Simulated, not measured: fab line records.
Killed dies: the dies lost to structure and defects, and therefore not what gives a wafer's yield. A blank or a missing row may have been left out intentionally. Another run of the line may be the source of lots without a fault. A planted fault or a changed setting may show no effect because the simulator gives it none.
Check of tool commonality || flow nand harc || 30 wafers sampled across 10 lots

== THE REASON FOR OPENING IT ==
At NHARC_A_CHANNEL_HOLE_D1_INSPECT_40 the reading raw defect count is flagged on 3 of 10 lots. No-fault wafers: 76, standard deviation 24.
Rule: a lot is flagged in two cases, either no wafer of it has a number, or all its wafers with numbers fall more than 4 standard deviations from that mean. All remaining lots are regarded as sound.

{"lot": "L914", "measured": "day 9 23:49", "on": "defect inspect-02", "raw defect count, wafer by wafer": "737 769 766", "flag": "FLAGGED"}
{"lot": "L915", "measured": "day 10 10:44", "on": "defect inspect-01", "raw defect count, wafer by wafer": "782 711 714", "flag": "FLAGGED"}
{"lot": "L916", "measured": "day 11 00:09", "on": "defect inspect-01", "raw defect count, wafer by wafer": "752 747 742", "flag": "FLAGGED"}
{"lot": "L923", "measured": "day 13 12:05", "on": "defect inspect-02", "raw defect count, wafer by wafer": "115 97 91", "flag": ""}
{"lot": "L926", "measured": "day 14 18:45", "on": "defect inspect-01", "raw defect count, wafer by wafer": "61 64 71", "flag": ""}
{"lot": "L927", "measured": "day 15 16:33", "on": "defect inspect-01", "raw defect count, wafer by wafer": "101 98 109", "flag": ""}
{"lot": "L928", "measured": "day 16 04:30", "on": "defect inspect-02", "raw defect count, wafer by wafer": "102 88 97", "flag": ""}
{"lot": "L929", "measured": "day 16 16:39", "on": "defect inspect-02", "raw defect count, wafer by wafer": "92 130 93", "flag": ""}
{"lot": "L931", "measured": "day 17 00:53", "on": "defect inspect-02", "raw defect count, wafer by wafer": "85 85 65", "flag": ""}
{"lot": "L933", "measured": "day 19 16:28", "on": "defect inspect-01", "raw defect count, wafer by wafer": "41 34 38", "flag": ""}
The mean of the flagged lots' numbers is 747, +671 from the usual (+28 standard deviations).

== WHICH TOOL EACH LOT WENT THROUGH ==
Before the reading, the record contains 4 process steps out of a 1302-step route. Cell contents, in order: the tool; ch with the chambers the sampled wafers went through; the start.
{"lot": "L914", "flag": "FLAGGED", "NHARC_A_CHANNEL_HOLE_D1_ETCH_19": "har etch-02 ch 0,1, day 9 18:07", "NHARC_A_CHANNEL_HOLE_D1_ETCH_22": "har etch-02 ch 0,1, day 9 19:03", "NHARC_A_CHANNEL_HOLE_D1_ETCH_23": "har etch-02 ch 0,1, day 9 19:38", "NHARC_A_CHANNEL_HOLE_D1_ETCH_24": "har etch-02 ch 0,1, day 9 20:20"}
{"lot": "L915", "flag": "FLAGGED", "NHARC_A_CHANNEL_HOLE_D1_ETCH_19": "har etch-02 ch 0,1, day 10 05:00", "NHARC_A_CHANNEL_HOLE_D1_ETCH_22": "har etch-02 ch 0,1, day 10 05:56", "NHARC_A_CHANNEL_HOLE_D1_ETCH_23": "har etch-02 ch 0,1, day 10 06:31", "NHARC_A_CHANNEL_HOLE_D1_ETCH_24": "har etch-02 ch 0,1, day 10 07:13"}
{"lot": "L916", "flag": "FLAGGED", "NHARC_A_CHANNEL_HOLE_D1_ETCH_19": "har etch-02 ch 0,1, day 10 18:28", "NHARC_A_CHANNEL_HOLE_D1_ETCH_22": "har etch-02 ch 0,1, day 10 19:24", "NHARC_A_CHANNEL_HOLE_D1_ETCH_23": "har etch-02 ch 0,1, day 10 19:59", "NHARC_A_CHANNEL_HOLE_D1_ETCH_24": "har etch-02 ch 0,1, day 10 20:42"}
{"lot": "L923", "flag": "", "NHARC_A_CHANNEL_HOLE_D1_ETCH_19": "har etch-02 ch 1, day 13 05:55", "NHARC_A_CHANNEL_HOLE_D1_ETCH_22": "har etch-02 ch 1, day 13 06:52", "NHARC_A_CHANNEL_HOLE_D1_ETCH_23": "har etch-02 ch 1, day 13 07:28", "NHARC_A_CHANNEL_HOLE_D1_ETCH_24": "har etch-02 ch 1, day 13 08:10"}
{"lot": "L926", "flag": "", "NHARC_A_CHANNEL_HOLE_D1_ETCH_19": "har etch-01 ch 0,1, day 14 13:02", "NHARC_A_CHANNEL_HOLE_D1_ETCH_22": "har etch-01 ch 0,1, day 14 13:54", "NHARC_A_CHANNEL_HOLE_D1_ETCH_23": "har etch-01 ch 0,1, day 14 14:28", "NHARC_A_CHANNEL_HOLE_D1_ETCH_24": "har etch-01 ch 0,1, day 14 15:10"}
{"lot": "L927", "flag": "", "NHARC_A_CHANNEL_HOLE_D1_ETCH_19": "har etch-02 ch 0,1, day 15 10:42", "NHARC_A_CHANNEL_HOLE_D1_ETCH_22": "har etch-02 ch 0,1, day 15 11:39", "NHARC_A_CHANNEL_HOLE_D1_ETCH_23": "har etch-02 ch 0,1, day 15 12:14", "NHARC_A_CHANNEL_HOLE_D1_ETCH_24": "har etch-02 ch 0,1, day 15 12:57"}
{"lot": "L928", "flag": "", "NHARC_A_CHANNEL_HOLE_D1_ETCH_19": "har etch-02 ch 0, day 15 22:46", "NHARC_A_CHANNEL_HOLE_D1_ETCH_22": "har etch-02 ch 0, day 15 23:38", "NHARC_A_CHANNEL_HOLE_D1_ETCH_23": "har etch-02 ch 0, day 16 00:13", "NHARC_A_CHANNEL_HOLE_D1_ETCH_24": "har etch-02 ch 0, day 16 00:55"}
{"lot": "L929", "flag": "", "NHARC_A_CHANNEL_HOLE_D1_ETCH_19": "har etch-02 ch 0,1, day 16 10:58", "NHARC_A_CHANNEL_HOLE_D1_ETCH_22": "har etch-02 ch 0,1, day 16 11:56", "NHARC_A_CHANNEL_HOLE_D1_ETCH_23": "har etch-02 ch 0,1, day 16 12:30", "NHARC_A_CHANNEL_HOLE_D1_ETCH_24": "har etch-02 ch 0,1, day 16 13:12"}
{"lot": "L931", "flag": "", "NHARC_A_CHANNEL_HOLE_D1_ETCH_19": "har etch-01 ch 0,1, day 16 19:12", "NHARC_A_CHANNEL_HOLE_D1_ETCH_22": "har etch-01 ch 0,1, day 16 20:14", "NHARC_A_CHANNEL_HOLE_D1_ETCH_23": "har etch-01 ch 0,1, day 16 20:50", "NHARC_A_CHANNEL_HOLE_D1_ETCH_24": "har etch-01 ch 0,1, day 16 21:34"}
{"lot": "L933", "flag": "", "NHARC_A_CHANNEL_HOLE_D1_ETCH_19": "har etch-02 ch 0, day 19 10:44", "NHARC_A_CHANNEL_HOLE_D1_ETCH_22": "har etch-02 ch 0, day 19 11:37", "NHARC_A_CHANNEL_HOLE_D1_ETCH_23": "har etch-02 ch 0, day 19 12:10", "NHARC_A_CHANNEL_HOLE_D1_ETCH_24": "har etch-02 ch 0, day 19 12:52"}
What these steps do:
- NHARC_A_CHANNEL_HOLE_D1_ETCH_19: etches the open film in C4F8/O2/Ar, time 34.5 s.
- NHARC_A_CHANNEL_HOLE_D1_ETCH_22: etches the open film in C4F8/O2/Ar, time 666.7 s, target depth 1600 nm.
- NHARC_A_CHANNEL_HOLE_D1_ETCH_23: etches the open film in C4F8/O2/Ar, time 819 s, target depth 1600 nm.
- NHARC_A_CHANNEL_HOLE_D1_ETCH_24: etches the open film in C4F8/O2/Ar, time 906.2 s, target depth 1500 nm.
- NHARC_A_CHANNEL_HOLE_D1_INSPECT_40

== FLAGGED OVER TOTAL, TOOL BY TOOL (the gauges that took the reading come last) ==
{"step": "NHARC_A_CHANNEL_HOLE_D1_ETCH_19", "tool": "har etch-01", "lots run": 2, "flagged": 0, "share of the flagged lots": "none", "sound lots run after its first flagged lot": "-"}
{"step": "NHARC_A_CHANNEL_HOLE_D1_ETCH_19", "tool": "har etch-02", "lots run": 8, "flagged": 3, "share of the flagged lots": "all", "sound lots run after its first flagged lot": "5 (L923,L927,L928,L929,L933)"}
{"step": "NHARC_A_CHANNEL_HOLE_D1_ETCH_22", "tool": "har etch-01", "lots run": 2, "flagged": 0, "share of the flagged lots": "none", "sound lots run after its first flagged lot": "-"}
{"step": "NHARC_A_CHANNEL_HOLE_D1_ETCH_22", "tool": "har etch-02", "lots run": 8, "flagged": 3, "share of the flagged lots": "all", "sound lots run after its first flagged lot": "5 (L923,L927,L928,L929,L933)"}
{"step": "NHARC_A_CHANNEL_HOLE_D1_ETCH_23", "tool": "har etch-01", "lots run": 2, "flagged": 0, "share of the flagged lots": "none", "sound lots run after its first flagged lot": "-"}
{"step": "NHARC_A_CHANNEL_HOLE_D1_ETCH_23", "tool": "har etch-02", "lots run": 8, "flagged": 3, "share of the flagged lots": "all", "sound lots run after its first flagged lot": "5 (L923,L927,L928,L929,L933)"}
{"step": "NHARC_A_CHANNEL_HOLE_D1_ETCH_24", "tool": "har etch-01", "lots run": 2, "flagged": 0, "share of the flagged lots": "none", "sound lots run after its first flagged lot": "-"}
{"step": "NHARC_A_CHANNEL_HOLE_D1_ETCH_24", "tool": "har etch-02", "lots run": 8, "flagged": 3, "share of the flagged lots": "all", "sound lots run after its first flagged lot": "5 (L923,L927,L928,L929,L933)"}
{"step": "NHARC_A_CHANNEL_HOLE_D1_INSPECT_40", "tool": "defect inspect-01", "lots run": 5, "flagged": 2, "share of the flagged lots": "some", "sound lots run after its first flagged lot": "3 (L926,L927,L933)"}
{"step": "NHARC_A_CHANNEL_HOLE_D1_INSPECT_40", "tool": "defect inspect-02", "lots run": 5, "flagged": 1, "share of the flagged lots": "some", "sound lots run after its first flagged lot": "4 (L923,L928,L929,L931)"}

== WHAT THE TABLE PERMITS ==
4 rows of the table ran every flagged lot: har etch-02 at NHARC_A_CHANNEL_HOLE_D1_ETCH_19, har etch-02 at NHARC_A_CHANNEL_HOLE_D1_ETCH_22, har etch-02 at NHARC_A_CHANNEL_HOLE_D1_ETCH_23, har etch-02 at NHARC_A_CHANNEL_HOLE_D1_ETCH_24.
- har etch-02 at NHARC_A_CHANNEL_HOLE_D1_ETCH_19 ran 8 lots, 3 of them flagged. Sound lots followed the first flagged one (L923, L927, L928, L929, L933) on it, something a lasting fault affecting the whole tool could not allow.
- har etch-02 at NHARC_A_CHANNEL_HOLE_D1_ETCH_22 ran 8 lots, 3 of them flagged. Sound lots followed the first flagged one (L923, L927, L928, L929, L933) on it, something a lasting fault affecting the whole tool could not allow.
- har etch-02 at NHARC_A_CHANNEL_HOLE_D1_ETCH_23 ran 8 lots, 3 of them flagged. Sound lots followed the first flagged one (L923, L927, L928, L929, L933) on it, something a lasting fault affecting the whole tool could not allow.
- har etch-02 at NHARC_A_CHANNEL_HOLE_D1_ETCH_24 ran 8 lots, 3 of them flagged. Sound lots followed the first flagged one (L923, L927, L928, L929, L933) on it, something a lasting fault affecting the whole tool could not allow.
Not one row of the table ran every flagged lot while running no sound lot after the first.

== WHAT THE SIMULATOR HAD PUT IN ==
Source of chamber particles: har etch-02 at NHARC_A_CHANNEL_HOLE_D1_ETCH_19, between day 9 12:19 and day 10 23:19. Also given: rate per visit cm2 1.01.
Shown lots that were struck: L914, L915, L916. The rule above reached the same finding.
